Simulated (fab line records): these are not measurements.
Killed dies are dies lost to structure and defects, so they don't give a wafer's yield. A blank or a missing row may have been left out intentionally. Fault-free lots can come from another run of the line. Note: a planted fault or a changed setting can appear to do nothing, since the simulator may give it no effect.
Struck lot and sound lot, side by side | flow n5-finfet | 37 out of 1938 route steps
Sound: these wafers, L509.1, L509.2, L509.4. Struck: wafers L515.2, L515.4. (L515.6 of the same lot was not struck and is left out.) The cause comes at the end.
At each step with rows: each side's tool, then ch and its chambers, then its first start. Under that, the readings that differ: sound wafers | struck wafers | difference of the means | sigmas: that difference in standard deviations of wafers without a fault.
alike: words and numbers the same on both sides, and readings whose means are apart by under 2 such deviations; not compared: readings that were withheld, readings missing a value for some wafer, numbers with overlapping values and no deviation given by the record, and bounds like >300 which may hide the same value.
A row with sigmas, a row that says differs or no value, or rows on one side alone: a step with any of these is where the two part. Numbers that don't overlap but have no deviation are shown without sigmas and don't part them. A reading missing from all wafers of one side parts the sides only when that side holds two or more wafers.

first, 11 steps without rows for these wafers: N5_BEOL_M0_SPUTTER_132 (material Cu, target thk 4 nm, time 7.37 s); N5_BEOL_M0_ANNEAL_133 (time 60 s); N5_BEOL_M0_SPUTTER_134 (material Cu, target thk 4 nm, time 7.37 s); N5_BEOL_M0_ANNEAL_135 (time 60 s); N5_BEOL_M0_SPUTTER_141 (material Cu, target thk 4 nm, time 7.37 s); N5_BEOL_M0_ECD_118 (material Cu, target thk 300 nm); N5_BEOL_M0_ANNEAL_119 (time 90 s); N5_BEOL_M0_CMP_120 (polishes, stops on SiOC, t overpolish 6.9 s); N5_BEOL_M0_PRE_CLEAN_131 (time 15 s); N5_BEOL_M0_CO_CAP_123 (material Co, precursor CCTBA/H2, target thk 2 nm, time 102.1 s); N5_BEOL_M0_PRE_CLEAN_124 (time 15 s).
N5_BEOL_M0_DEP_125: deposits SiCN from 3MS/NH3, target thk 8 nm, time 14 s.
  sound on pecvd-04 ch 0,1,2, day 8 10:14; struck on pecvd-04 ch 0, day 9 23:13
  reading                                   | sound     | struck  | difference | sigmas
  model.SiCN_of_BEOL_M0_DEP_125.thk-nm (nm) | 8.2 8 8.4 | 4.8 4.8 | -3.4       |
  alike: showerhead-plenum-p-Torr, showerhead-vpp-V, throttle-valve-pct
  not compared: since-wet-clean-h
then, 22 steps without rows for these wafers: N5_BEOL_M1_ILD_DEP_00 (deposits SiOC from DEMS/O2, target thk 79 nm, time 15.3 s); N5_BEOL_M1_PECVD_72 (deposits SiO2 from TEOS/O2, target thk 16 nm, time 18 s); N5_BEOL_M1_HM_DEP_02 (deposits TiN, target thk 20 nm); N5_BEOL_M1_COAT_61 (time 60 s, resist thk 60 nm); N5_BEOL_M1_COAT_62 (time 60 s, resist thk 12 nm); N5_BEOL_M1_COAT_73 (time 60 s, resist thk 5 nm); N5_BEOL_M1_COAT_05 (resist thk 30 nm); N5_BEOL_M1_EBR_07; N5_BEOL_M1_SOFTBAKE_06 (time 60 s); N5_BEOL_M1_EXPOSE_08 (exposes mask M1); N5_BEOL_M1_PEB_09 (peb time 60 s); N5_BEOL_M1_DEVELOP_10 (develop time 30 s); N5_BEOL_M1_DESCUM_16 (chemistry O2, time 7 s); N5_BEOL_M1_ETCH_74 (etches underlayer in N2/H2, target depth 6.5 nm, time 5.2 s); N5_BEOL_M1_ETCH_63 (etches SiARC in CF4, target depth 15.6 nm, time 26 s); N5_BEOL_M1_ETCH_64 (etches SOC in N2/H2, target depth 75 nm, overetch 15 nm, time 112.5 s); N5_BEOL_M1_STRIP_65 (strips in N2/H2); N5_BEOL_M1_STRIP_75 (strips in N2/H2); N5_BEOL_M1_STRIP_66 (strips in CF4); N5_BEOL_M1_HM_OPEN_17 (chemistry Cl2/BCl3, target TiN, target depth 20 nm, overetch 6 nm); N5_BEOL_M1_STRIP_19 (strips in O2); N5_BEOL_M1_COAT_67 (time 60 s, resist thk 60 nm).
N5_BEOL_M1_CMP_52: polishes, stops on SiOC, t overpolish 6.8 s, target thk 40 nm.
  sound on cmp-03 ch 0,2,3, day 8 22:02; struck on cmp-04 ch 0,2, day 10 23:59
  reading         | sound          | struck | difference | sigmas
  pad-life-wafers | 1563 1561 1562 | 90 92  | -1471      | -2
  alike: barrier-field-endpoint-s, motor-current-A, overpolish-run-s, time-to-endpoint-s
  not compared: model.Cu_of_BEOL_M1_ECD_50.thk-nm
N5_BEOL_M4_RC_MEAS_101:
  sound on prober-01 ch 0, day 11 08:00; struck on prober-01 ch 0, day 12 16:18
  reading   | sound                | struck        | difference | sigmas
  VT_P (mV) | -243.5 -245.6 -248.5 | -255.2 -248.7 | -6.1       | -2
  alike: DIBL_N, DIBL_P, IOFF_N, IOFF_P, ION_N, ION_P, SS_N, SS_P, VT_N
-- a jump in the record: the struck wafers' starts before and after are 5 days apart (it breaks off in module BEOL_M4 and resumes in module PASSIVATION, where the first step shown is number 1936 of the route) --
N5_PASSIVATION_PROBE_49:
  the record has rows for the struck wafers here (prober-02, day 17 05:26) and none for the sound ones

== WHERE THEY PART ==
First at N5_BEOL_M1_CMP_52; last, within this record, at N5_PASSIVATION_PROBE_49.

WHY: what the simulator had put in
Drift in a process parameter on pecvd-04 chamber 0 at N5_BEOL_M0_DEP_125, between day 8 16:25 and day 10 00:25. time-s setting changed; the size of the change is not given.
